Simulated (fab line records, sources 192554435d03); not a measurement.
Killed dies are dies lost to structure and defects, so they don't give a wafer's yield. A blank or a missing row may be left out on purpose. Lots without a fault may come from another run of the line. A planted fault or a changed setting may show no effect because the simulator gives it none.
A struck lot beside a sound one | flow n5_finfet | 37 steps out of a route of 1938
Sound: wafers L528.2, L528.4, L528.5. Struck: wafer L547.6. (L547.2 of the same lot was not struck and is left out.) The cause comes at the end.
At each step with rows: each side's tool, then ch and its chambers, then its first start. Under that, the readings that differ: sound wafers | struck wafers | difference of the means | sigmas: that difference in standard deviations of wafers without a fault.
alike: readings whose means differ by less than 2 such deviations, and words and numbers that are the same on both sides. not compared: withheld readings, readings that some wafer has no value for, bounds like >300 that may hide the same value, and numbers for which the record gives no deviation and whose values overlap.
The two part at a step that has a row with sigmas, a row that says differs or no value, or rows on one side only. Numbers that don't overlap but have no deviation are shown without sigmas and don't part them. A reading that every wafer of one side lacks parts them only if that side has two wafers or more.

first, 8 steps without rows for these wafers: N5_BEOL_M2_ANNEAL_51 (time 90 s); N5_BEOL_M2_CMP_52 (polishes, stops on SiOC, t overpolish 6.8 s, target thk 40 nm); N5_BEOL_M2_PRE_CLEAN_60 (time 15 s); N5_BEOL_M2_CO_CAP_55 (material Co, precursor CCTBA/H2, target thk 2 nm, time 102.1 s); N5_BEOL_M2_PRE_CLEAN_56 (time 15 s); N5_BEOL_M2_DEP_57 (deposits SiCN from 3MS/NH3, target thk 8 nm, time 14 s); N5_BEOL_M3_ILD_DEP_00 (deposits SiOC from DEMS/O2, target thk 79 nm, time 15.3 s); N5_BEOL_M3_PECVD_72 (deposits SiO2 from TEOS/O2, target thk 16 nm, time 18 s).
N5_BEOL_M3_HM_DEP_02: deposits TiN, target thk 20 nm.
  sound on pvd_sputter-01, day 7 10:52; struck on pvd_sputter-01, day 12 02:15
  reading                                    | sound      | struck | difference | sigmas
  model.TiN_of_BEOL_M3_HM_DEP_02.thk_nm (nm) | 20 20.4 20 | 11.4   | -8.7       |
  alike: substrate_temp_c, susceptor_temp_C, throttle_valve_pct
then, 16 steps without rows for these wafers: N5_BEOL_M3_COAT_61 (time 60 s, resist thk 60 nm); N5_BEOL_M3_COAT_62 (time 60 s, resist thk 12 nm); N5_BEOL_M3_COAT_73 (time 60 s, resist thk 5 nm); N5_BEOL_M3_COAT_05 (resist thk 30 nm); N5_BEOL_M3_EBR_07; N5_BEOL_M3_SOFTBAKE_06 (time 60 s); N5_BEOL_M3_EXPOSE_08 (exposes mask M3); N5_BEOL_M3_PEB_09 (peb time 60 s); N5_BEOL_M3_DEVELOP_10 (develop time 30 s); N5_BEOL_M3_DESCUM_16 (chemistry O2, time 7 s); N5_BEOL_M3_ETCH_74 (etches underlayer in N2/H2, target depth 6.5 nm, time 5.2 s); N5_BEOL_M3_ETCH_63 (etches SiARC in CF4, target depth 15.6 nm, time 26 s); N5_BEOL_M3_ETCH_64 (etches SOC in N2/H2, target depth 75 nm, overetch 15 nm, time 112.5 s); N5_BEOL_M3_STRIP_65 (strips in N2/H2); N5_BEOL_M3_STRIP_75 (strips in N2/H2); N5_BEOL_M3_STRIP_66 (strips in CF4).
N5_BEOL_M3_HM_OPEN_17: chemistry Cl2/BCl3, target TiN, target depth 20 nm, overetch 6 nm.
  sound on rie_metal-03 ch 0, day 7 11:38; struck on rie_metal-01 ch 1, day 12 03:11
  reading                  | sound             | struck | difference | sigmas
  model.etch.depth_nm (nm) | 20.08 20.43 19.99 | 11.38  | -8.79      |
  alike: bias_w, drypump_motor_current_A, oes_product_au, throttle_valve_pct
  not compared: rf_hours_counter_h
then, 8 steps without rows for these wafers: N5_BEOL_M3_STRIP_19 (strips in O2); N5_BEOL_M3_COAT_67 (time 60 s, resist thk 60 nm); N5_BEOL_M3_COAT_68 (time 60 s, resist thk 12 nm); N5_BEOL_M3_COAT_76 (time 60 s, resist thk 5 nm); N5_BEOL_M3_COAT_22 (resist thk 30 nm); N5_BEOL_M3_EBR_24; N5_BEOL_M3_SOFTBAKE_23 (time 60 s); N5_BEOL_M3_EXPOSE_25 (exposes mask V2, defocus 5 nm).
N5_BEOL_M3_TRENCH_ETCH_37: etches SiOC in C4F6/O2, target depth 55.555 nm, time 29.2 s.
  sound on rie_diel-02 ch 0,1,2; struck on rie_diel-02 ch 2
  reading                                    | sound          | struck | difference | sigmas
  model.TiN_of_BEOL_M3_HM_DEP_02.thk_nm (nm) | 17.8 18.2 17.6 | 9      | -9         |
  alike: bias_w, drypump_motor_current_A, oes_o_777_au, oes_product_au, rf_vpp_V, showerhead_plenum_p_Torr, throttle_valve_pct
  not compared: rf_hours_counter_h
N5_BEOL_M4_RC_MEAS_101:
  sound on prober-01 ch 0, day 8 03:08; struck on prober-02 ch 0, day 12 19:05
  alike: DIBL_N, DIBL_P, IOFF_N, IOFF_P, ION_N, ION_P, SS_N, SS_P, VT_N, VT_P
N5_PASSIVATION_PROBE_49:
  the record has rows for the sound wafers here (prober-01, day 12 00:52) and none for the struck ones

WHERE THEY PART
Only at N5_PASSIVATION_PROBE_49, within this record.

WHY: what the simulator had put in
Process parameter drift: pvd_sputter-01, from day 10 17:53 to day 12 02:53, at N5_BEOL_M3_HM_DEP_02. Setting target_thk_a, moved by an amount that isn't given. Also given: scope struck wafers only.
